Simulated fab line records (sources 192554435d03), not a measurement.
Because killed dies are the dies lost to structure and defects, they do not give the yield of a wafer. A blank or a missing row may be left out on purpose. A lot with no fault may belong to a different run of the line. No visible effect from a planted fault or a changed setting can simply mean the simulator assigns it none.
Matching of chambers + flow n5-finfet + N5_BEOL_M0_SAQP_MANDREL1_REMOVE_100 on rie-si-01: 4 sister chambers
The step chemistry HBr/Cl2/O2, target a-Si, stops on SiNx, bt time 10 s. 8 wafers are shown with their chamber, then 9 later ones without.

WAFERS WITH THEIR CHAMBER
| wafer  | chamber | drypump-motor-current-A (A) | oes-product-au (a.u.) |
|--------|---------|-----------------------------|-----------------------|
| L079.3 | 3       | 5.1                         | 0.989                 |
| L079.6 | 0       | 5.5                         | 0.968                 |
| L081.2 | 2       | 5.8                         | 1.007                 |
| L081.4 | 1       | 5.2                         | 0.993                 |
| L081.5 | 1       | 5.2                         | 1.014                 |
| L086.1 | 3       | 5.1                         | 0.991                 |
| L086.2 | 0       | 5.5                         | 0.971                 |
| L086.5 | 2       | 5.9                         | 1.015                 |

WAFERS WITHOUT THEIR CHAMBER
| wafer  | drypump-motor-current-A (A) | oes-product-au (a.u.) |
|--------|-----------------------------|-----------------------|
| L087.2 | 5.2                         | 1.001                 |
| L087.4 | 5.5                         | 0.966                 |
| L087.6 | 5.1                         | 0.991                 |
| L092.2 | 5.5                         | 0.973                 |
| L092.5 | 5.2                         | 1.005                 |
| L092.6 | 5.5                         | 0.967                 |
| L095.1 | 5.9                         | 1.005                 |
| L095.5 | 5.9                         | 0.997                 |
| L095.6 | 5.2                         | 1.004                 |

WHICH CHAMBER EACH WENT THROUGH
| wafer  | from the rows above | in truth |
|--------|---------------------|----------|
| L087.2 | 1                   | 1        |
| L087.4 | 0                   | 0        |
| L087.6 | 3                   | 3        |
| L092.2 | 0                   | 0        |
| L092.5 | 1                   | 1        |
| L092.6 | 0                   | 0        |
| L095.1 | 2                   | 2        |
| L095.5 | 2                   | 2        |
| L095.6 | 1                   | 1        |
Placed correctly: 9 of 9. Number that these rows cannot place: 0. 0 placed wrongly.
How it was worked out, from the rows above alone: a wafer's distance from a chamber is the root of the sum, over the readings, of the square of ((its reading less the chamber's mean) divided by the reading's scatter). The wafer belongs to the nearest chamber; if the next one is less than 2 further off, it can't be placed. Each chamber's mean is taken over the wafers shown for it. How the scatter is found: for the shown wafers, subtract from each reading the mean of its chamber, square and add these, divide the total by (wafers less chambers), then take the root.
